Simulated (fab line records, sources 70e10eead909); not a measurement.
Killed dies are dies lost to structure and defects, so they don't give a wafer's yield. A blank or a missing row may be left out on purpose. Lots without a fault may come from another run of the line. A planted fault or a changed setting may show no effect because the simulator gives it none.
Chamber matching | flow nand_harc | NHARC_P_M2_DESCUM_14 on rie_diel-13: 4 sister chambers
The step chemistry O2, time 3 s. 4 wafers are shown with their chamber, then 7 later ones without.

WAFERS WITH THEIR CHAMBER
wafer  | chamber | drypump_motor_current_A (A)
L080.5 | 0       | 5.5
L082.1 | 2       | 5.2
L082.3 | 3       | 5.6
L087.4 | 1       | 6.3

WAFERS WITHOUT THEIR CHAMBER
wafer  | drypump_motor_current_A (A)
L087.5 | 5.5
L092.1 | 5.6
L092.3 | 6.3
L092.6 | 5.6
L097.3 | 6.4
L097.4 | 5.6
L097.5 | 6.4

WHICH CHAMBER EACH WENT THROUGH
wafer  | from the rows above     | in truth
L087.5 | can't be placed: 0 or 3 | 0
L092.1 | can't be placed: 3 or 0 | 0
L092.3 | 1                       | 1
L092.6 | can't be placed: 3 or 0 | 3
L097.3 | 1                       | 1
L097.4 | can't be placed: 3 or 0 | 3
L097.5 | 1                       | 1
Placed correctly: 3 of 7. Can't be placed from these rows: 4 (the true chamber is among the candidates in 4). Placed wrongly: 0.
How it was worked out, from the rows above alone: a wafer's distance from a chamber is the root of the sum, over the readings, of the square of ((its reading less the chamber's mean) divided by the reading's scatter). The wafer belongs to the nearest chamber; if the next one is less than 2 further off, it can't be placed. A chamber's mean is the mean of its shown wafers. The scatter: with one shown wafer a chamber, the root of the mean of the squares of how far each hidden wafer lies from its nearest shown one.
